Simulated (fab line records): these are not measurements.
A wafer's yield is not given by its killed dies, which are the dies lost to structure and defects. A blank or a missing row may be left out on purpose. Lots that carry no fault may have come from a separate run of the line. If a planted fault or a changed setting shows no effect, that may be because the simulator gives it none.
Matching of chambers | flow n5 finfet | 4 sister chambers for N5_MOL_CONTACT_COAG_STRIP_96 on rie diel-01
The step strips in N2/H2. 4 wafers are shown with their chamber, then 9 later ones without.

WAFERS, EACH WITH ITS CHAMBER
wafer  | chamber | drypump motor current A (A)
L682.1 | 1       | 6.0
L683.3 | 0       | 5.6
L684.5 | 3       | 6.4
L684.6 | 2       | 6.4

WAFERS WHOSE CHAMBER IS MISSING
wafer  | drypump motor current A (A)
L687.1 | 6.4
L687.5 | 6.5
L687.6 | 5.7
L688.3 | 6.5
L688.5 | 6.4
L688.6 | 5.7
L695.1 | 6.0
L695.2 | 6.4
L695.5 | 5.7

WHICH CHAMBER EACH WENT THROUGH
wafer  | from the rows above     | in truth
L687.1 | can't be placed: 2 or 3 | 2
L687.5 | can't be placed: 2 or 3 | 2
L687.6 | 0                       | 0
L688.3 | can't be placed: 2 or 3 | 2
L688.5 | can't be placed: 2 or 3 | 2
L688.6 | 0                       | 0
L695.1 | 1                       | 1
L695.2 | can't be placed: 2 or 3 | 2
L695.5 | 0                       | 0
Correctly placed: 4 of 9. Can't be placed from these rows: 5 (the true chamber is among the candidates in 5). Number placed wrongly: 0.
How it was worked out, from the rows above alone: a wafer's distance from a chamber is the root of the sum, over the readings, of the square of ((its reading less the chamber's mean) divided by the reading's scatter). The wafer belongs to the nearest chamber; if the next one is less than 2 further off, it can't be placed. For every chamber, the mean is computed from those of its wafers that are shown. The scatter: root of mean squared gap, hidden wafer to nearest shown wafer, with one shown wafer a chamber.
